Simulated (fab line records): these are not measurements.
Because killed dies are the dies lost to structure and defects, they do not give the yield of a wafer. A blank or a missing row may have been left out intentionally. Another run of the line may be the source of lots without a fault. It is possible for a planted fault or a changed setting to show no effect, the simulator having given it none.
Chamber matching ; flow n5-finfet ; N5_SD_EPI_N_DESCUM_14 on rie-diel-01: 4 sister chambers
The step chemistry O2, time 7.9 s. 4 wafers are shown with their chamber, then 9 later ones without.

## WAFERS, EACH WITH ITS CHAMBER
wafer;chamber;drypump-motor-current-A (A)
L080.6;2;6.1
L087.2;3;5.7
L087.4;1;5.9
L087.5;0;5.3

## WAFERS WITH NO CHAMBER GIVEN
wafer;drypump-motor-current-A (A)
L088.2;5.7
L088.3;5.3
L088.5;5.7
L089.3;5.3
L089.4;5.2
L089.5;6.1
L097.1;6.1
L097.3;5.9
L097.6;5.9

## THE CHAMBER EACH PASSED THROUGH
wafer;from the rows above;in truth
L088.2;3;3
L088.3;0;0
L088.5;3;3
L089.3;0;0
L089.4;0;0
L089.5;2;2
L097.1;2;2
L097.3;1;1
L097.6;1;1
9 of 9 placed correctly. Can't be placed from these rows: 0. 0 placed wrongly.
How it was worked out, from the rows above alone: a wafer's distance from a chamber is the root of the sum, over the readings, of the square of ((its reading less the chamber's mean) divided by the reading's scatter). If the next closest chamber is less than 2 further off than the closest, the wafer can't be placed; otherwise it belongs to the closest. Each chamber's mean is taken over the wafers shown for it. The scatter: with one shown wafer a chamber, the root of the mean of the squares of how far each hidden wafer lies from its nearest shown one.
